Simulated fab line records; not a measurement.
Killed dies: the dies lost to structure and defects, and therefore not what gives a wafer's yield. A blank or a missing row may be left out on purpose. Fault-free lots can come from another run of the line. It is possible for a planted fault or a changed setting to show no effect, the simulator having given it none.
fab line records	flow n5_finfet
record lots=12	wafers=33	last_day=19
route steps=1938 shown BEOL_M5@1172 BEOL_M6@1194
lots that met no fault: taken from a fault-free run of the same line
start_h: hours from the record's opening day to when the first of the lot's shown wafers began	wait_h: hours elapsed since this lot's preceding step	" unchanged from the row above	L1.1+2: one row covering several wafers at once	- no value present, or no start provided	* or withheld: withheld	< > ~ a bound
route shown NAME@n: names a module that has steps shown in the file, with the first one's number in the route	usual: average and standard deviation across the fault-free wafers	same: alike in all rows	chamber/n: place in a boat	sites: the reading at each site	_std_site: how widely they spread, as a standard deviation	_edge_site: outer sites' mean less inner sites'	radius_mm: how far each site lies from the wafer's centre	mask NAME#n: copy n	behind: tool/chamber where the wafer was last shaped	hold: why the lot went on hold/how many hours it stayed there/how the hold came to an end	device: transistor that didn't switch, given as n, p or np	end of line: the tests these same wafers got at the end of their route	a step given without rows: its recipe and nothing more	killed: count of dies lost to structure and defects at first sort (not the wafer's yield)	map: a wafer's dies, marking killed ones x, the rest . and places with no die _
set.NAME: the run value of the setting; set.NAME@STEP: its run value at that earlier step	model.NAME: the simulator's own value behind a step, which no gauge read
route steps across a sampled set of lots; one table per step, one row per wafer
services: from which hour (start_h, from the record's first day; less than 0 if before it) a tool's chamber was out of use, for how many hours, and why
## steps
# step N5_BEOL_M5_ALD_86
# recipe material=TaN	target_thk_a=*	temp_c=275	ald_precursor_family=PDMAT	ald_co_reactant=NH3	pressure_torr=3	carrier_flow_sccm=1500	pulse_time_s=2	purge_time_s=3	co_reactant_purge_time_s=2	co_reactant_pulse_time_s=3	ald_cycles=30	precursor_vessel_temp_c=75	precursor_vessel_pressure_torr=26.25	precursor_vessel_carrier_sccm=1000
# usual heater_power_w=423/65	mfc_carrier_sccm=1500/4.5
lot.wafer	tool	chamber	start_h	wait_h	heater_power_w	mfc_carrier_sccm
L637.2	ald_metal-03	3	191.93	0.0	387	1499
L637.3	"	2	"	"	334	1495
L637.5	"	1	"	"	413	1506
L639.3	ald_metal-01	3	211.55	0.2	387	1495
L639.6	"	0	"	"	401	1505
L643.2	ald_metal-04	2	221.67	0.0	435	1502
L643.5	"	0	"	"	339	1498
L643.6	"	1	"	"	435	1498
L640.1	ald_metal-03	1	221.75	0.0	392	1501
L640.5	"	0	"	"	515	1497
L644.1	ald_metal-04	0	245.81	0.0	346	1498
L644.3	"	1	"	"	434	1497
L644.6	"	2	"	"	417	1502
L645.2	ald_metal-01	2	245.82	0.0	473	1506
L645.4	"	0	"	"	395	1501
L645.5	"	2	"	"	470	1494
L646.1	ald_metal-03	2	256.26	0.1	343	1495
L646.4	"	1	"	"	398	1499
L646.5	"	0	"	"	510	1505
L648.1	ald_metal-04	3	279.39	0.0	388	1494
L648.4	"	2	"	"	422	1499
L649.1	ald_metal-03	2	281.93	0.0	334	1503
L649.2	"	1	"	"	397	1495
L649.4	"	3	"	"	404	1507
L650.1	ald_metal-04	0	298.62	0.0	343	1492
L650.5	"	3	"	"	398	1497
L650.6	"	2	"	"	429	1498
L657.1	ald_metal-04	2	324.01	0.0	424	1490
L657.2	"	3	"	"	393	1501
L657.3	"	1	"	"	448	1508
L660.1	ald_metal-04	0	359.79	0.0	338	1491
L660.3	"	2	"	"	432	1504
L660.5	"	0	"	"	328	1497
# step N5_BEOL_M5_SURFACE_TREAT_87
# recipe gas=Ar	time_s=*	ion_energy_ev=*	ion_current_ma_cm2=0.5	pressure_mtorr=*	ar_flow_sccm=30
# usual throttle_valve_pct=*
lot.wafer	tool	chamber	start_h	wait_h	throttle_valve_pct
L637.2	pvd_sputter-02	-	192.19	0.2	*
L637.3	"	-	"	"	*
L637.5	"	-	"	"	*
L639.3	pvd_sputter-01	-	211.77	0.1	*
L639.6	"	-	"	"	*
L643.2	pvd_sputter-03	-	221.90	0.1	*
L643.5	"	-	"	"	*
L643.6	"	-	"	"	*
L640.1	pvd_sputter-03	-	221.98	0.1	*
L640.5	"	-	"	"	*
L644.1	pvd_sputter-01	-	246.07	0.2	*
L644.3	"	-	"	"	*
L644.6	"	-	"	"	*
L645.2	pvd_sputter-03	-	246.08	0.2	*
L645.4	"	-	"	"	*
L645.5	"	-	"	"	*
L646.1	pvd_sputter-03	-	256.63	0.3	*
L646.4	"	-	"	"	*
L646.5	"	-	"	"	*
L648.1	pvd_sputter-01	-	280.56	1.1	*
L648.4	"	-	"	"	*
L649.1	pvd_sputter-02	-	282.19	0.2	*
L649.2	"	-	"	"	*
L649.4	"	-	"	"	*
L650.1	pvd_sputter-02	-	298.90	0.2	*
L650.5	"	-	"	"	*
L650.6	"	-	"	"	*
L657.1	pvd_sputter-03	-	324.31	0.2	*
L657.2	"	-	"	"	*
L657.3	"	-	"	"	*
L660.1	pvd_sputter-01	-	360.02	0.1	*
L660.3	"	-	"	"	*
L660.5	"	-	"	"	*
# step N5_BEOL_M5_RS_MEAS_57
# recipe thk_meas_gauge=four-point-probe	reads=Co_of_BEOL_M5_CO_CAP_78+Cu_of_BEOL_M5_ECD_50+Co_of_BEOL_M5_CVD_47+TaN_of_BEOL_M5_ALD_86
# usual M5_RS=0.388/0.012
lot.wafer	tool	chamber	start_h	wait_h	M5_RS[ohm/sq]
L637.2	film_metro-02	-	200.25	0.1	0.400
L637.3	"	-	"	"	0.397
L637.5	"	-	"	"	0.388
L639.3	film_metro-01	-	217.39	0.1	0.395
L639.6	"	-	"	"	0.400
L643.2	film_metro-02	-	227.51	0.1	0.389
L643.5	"	-	"	"	0.386
L643.6	"	-	"	"	0.400
L640.1	film_metro-02	-	227.62	0.0	0.405
L640.5	"	-	"	"	0.396
L644.1	film_metro-01	-	251.81	0.0	0.393
L644.3	"	-	"	"	0.384
L644.6	"	-	"	"	0.381
L645.2	film_metro-01	-	251.92	0.1	0.378
L645.4	"	-	"	"	0.359
L645.5	"	-	"	"	0.364
L646.1	film_metro-02	-	262.37	0.0	0.386
L646.4	"	-	"	"	0.384
L646.5	"	-	"	"	0.381
L648.1	film_metro-02	-	286.27	0.0	0.380
L648.4	"	-	"	"	0.380
L649.1	film_metro-01	-	287.98	0.0	0.392
L649.2	"	-	"	"	0.364
L649.4	"	-	"	"	0.395
L650.1	film_metro-02	-	304.53	0.0	0.401
L650.5	"	-	"	"	0.385
L650.6	"	-	"	"	0.399
L657.1	film_metro-01	-	329.92	0.0	0.373
L657.2	"	-	"	"	0.374
L657.3	"	-	"	"	0.377
L660.1	film_metro-01	-	365.65	0.0	0.382
L660.3	"	-	"	"	0.382
L660.5	"	-	"	"	0.379
# step N5_BEOL_M6_ILD_DEP_00
# recipe material=SiCOH_lowk	target_thk_a=1797.5	temp_c=300	precursor=DEMS/porogen	pressure_torr=5	rf_w=500	time_s=33.4
# usual heater_power_w=316/49	showerhead_plenum_p_Torr=5.732/0.02	throttle_valve_pct=13.5/0.46
lot.wafer	tool	chamber	start_h	wait_h	heater_power_w	showerhead_plenum_p_Torr	throttle_valve_pct
L637.2	pecvd-01	0	200.31	0.0	344	5.767	12.7
L637.3	"	1	"	"	313	5.734	14.3
L637.5	"	1	"	"	310	5.731	14.3
L639.3	pecvd-03	2	217.45	0.0	337	5.700	13.5
L639.6	"	1	"	"	403	5.748	13.7
L643.2	pecvd-01	2	227.58	0.0	245	5.709	13.7
L643.5	"	0	"	"	337	5.769	12.7
L643.6	"	1	"	"	305	5.725	14.1
L640.1	pecvd-01	0	227.69	0.0	387	5.769	12.3
L640.5	"	0	"	"	390	5.766	12.3
L644.1	pecvd-03	0	251.88	0.0	285	5.713	13.4
L644.3	"	2	"	"	327	5.694	13.5
L644.6	"	1	"	"	370	5.733	13.9
L645.2	pecvd-02	1	251.99	0.0	268	5.726	13.4
L645.4	"	2	"	"	397	5.754	13.2
L645.5	"	0	"	"	320	5.735	13.6
L646.1	pecvd-01	0	262.43	0.0	377	5.781	12.7
L646.4	"	0	"	"	377	5.760	12.4
L646.5	"	2	"	"	267	5.719	13.3
L648.1	pecvd-03	2	286.33	0.0	344	5.722	13.5
L648.4	"	0	"	"	265	5.711	13.5
L649.1	pecvd-01	0	288.05	0.0	385	5.766	12.3
L649.2	"	1	"	"	251	5.730	14.1
L649.4	"	2	"	"	228	5.729	13.5
L650.1	pecvd-01	2	304.60	0.0	232	5.724	13.6
L650.5	"	1	"	"	292	5.719	14.1
L650.6	"	0	"	"	338	5.769	12.8
L657.1	pecvd-03	1	329.99	0.0	364	5.738	13.7
L657.2	"	0	"	"	255	5.730	13.6
L657.3	"	2	"	"	316	5.711	13.6
L660.1	pecvd-03	1	365.71	0.0	417	5.732	14.1
L660.3	"	0	"	"	299	5.711	13.6
L660.5	"	2	"	"	332	5.703	13.4
# step N5_BEOL_M6_THK_MEAS_01
# recipe reads=SiCOH_lowk_of_BEOL_M6_ILD_DEP_00
# usual M6_ILD_THK=155.4/1.8
lot.wafer	tool	chamber	start_h	wait_h	M6_ILD_THK[nm]
L637.2	film_metro-01	-	201.37	0.7	154.9
L637.3	"	-	"	"	152.7
L637.5	"	-	"	"	154.7
L639.3	film_metro-01	-	218.03	0.3	153.6
L639.6	"	-	"	"	157.3
L643.2	film_metro-01	-	228.15	0.4	151.4
L643.5	"	-	"	"	157.3
L643.6	"	-	"	"	154.4
L640.1	film_metro-01	-	228.26	0.4	155.3
L640.5	"	-	"	"	160.3
L644.1	film_metro-01	-	252.45	0.4	152.8
L644.3	"	-	"	"	154.7
L644.6	"	-	"	"	158.0
L645.2	film_metro-02	-	252.56	0.4	155.5
L645.4	"	-	"	"	158.8
L645.5	"	-	"	"	155.8
L646.1	film_metro-01	-	263.01	0.4	156.6
L646.4	"	-	"	"	157.4
L646.5	"	-	"	"	155.8
L648.1	film_metro-02	-	286.93	0.4	152.3
L648.4	"	-	"	"	156.9
L649.1	film_metro-01	-	288.62	0.4	153.5
L649.2	"	-	"	"	153.2
L649.4	"	-	"	"	156.2
L650.1	film_metro-02	-	305.18	0.4	154.4
L650.5	"	-	"	"	156.5
L650.6	"	-	"	"	157.7
L657.1	film_metro-02	-	330.56	0.4	124.4
L657.2	"	-	"	"	124.1
L657.3	"	-	"	"	125.0
L660.1	film_metro-01	-	366.29	0.4	124.3
L660.3	"	-	"	"	124.5
L660.5	"	-	"	"	124.4
## services
tool	chamber	start_h	hours	kind
ald_metal-04	3	181.45	1.9	repair
ald_metal-04	0	182.76	5.5	repair
ald_metal-03	-	196.43	0.6	repair
ald_metal-04	-	200.95	14.6	pm
pecvd-02	-	203.84	3.3	repair
pecvd-02	0	207.51	13.8	repair
ald_metal-03	-	210.27	1.3	repair
pecvd-03	0	211.56	3.5	repair
pecvd-03	-	222.51	6.0	pm
ald_metal-04	2	227.97	5.6	repair
pvd_sputter-02	-	229.10	4.9	repair
ald_metal-04	3	236.81	5.7	repair
pvd_sputter-01	-	264.67	2.1	repair
ald_metal-01	0	268.20	23.7	repair
pecvd-03	1	278.44	12.3	repair
ald_metal-01	3	283.16	4.9	repair
pecvd-02	-	299.94	5.5	pm
pecvd-03	0	300.65	12.7	repair
pecvd-01	0	310.77	1.8	repair
ald_metal-01	0	317.71	9.4	repair
pecvd-01	-	326.53	0.5	repair
pecvd-01	-	330.65	0.3	repair
pecvd-01	-	332.47	1.4	repair
ald_metal-04	-	337.25	14.0	pm
## key
first_sign step=N5_BEOL_M6_THK_MEAS_01	reading=M6_ILD_THK	direction=down	sigmas=17	usual=155.4	struck=124.5
effect none on later readings
met_at N5_BEOL_M6_ILD_DEP_00
struck_lots L657,L660
not_acting_at N5_BEOL_M5_ALD_86,N5_BEOL_M5_SURFACE_TREAT_87,N5_BEOL_M5_RS_MEAS_57
onset_between 286.33 329.99
also_fits time
earlier_fault kind=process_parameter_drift	tool=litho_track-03	chamber=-	onset_h=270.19	steps=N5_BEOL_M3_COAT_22	channel=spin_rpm	offset=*	shape=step	acts_in=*	stated=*
earlier_fault kind=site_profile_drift	tool=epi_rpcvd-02	chamber=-	onset_h=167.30	steps=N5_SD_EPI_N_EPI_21	basis=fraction	max_abs_drift=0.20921	slope_share_per_hr=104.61	site_pattern=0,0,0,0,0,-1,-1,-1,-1
fault kind=process_parameter_drift	tool=pecvd-03	chamber=-	onset_h=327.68	steps=N5_BEOL_M6_ILD_DEP_00	channel=time_s	offset=*	shape=step	acts_in=*	stated=*
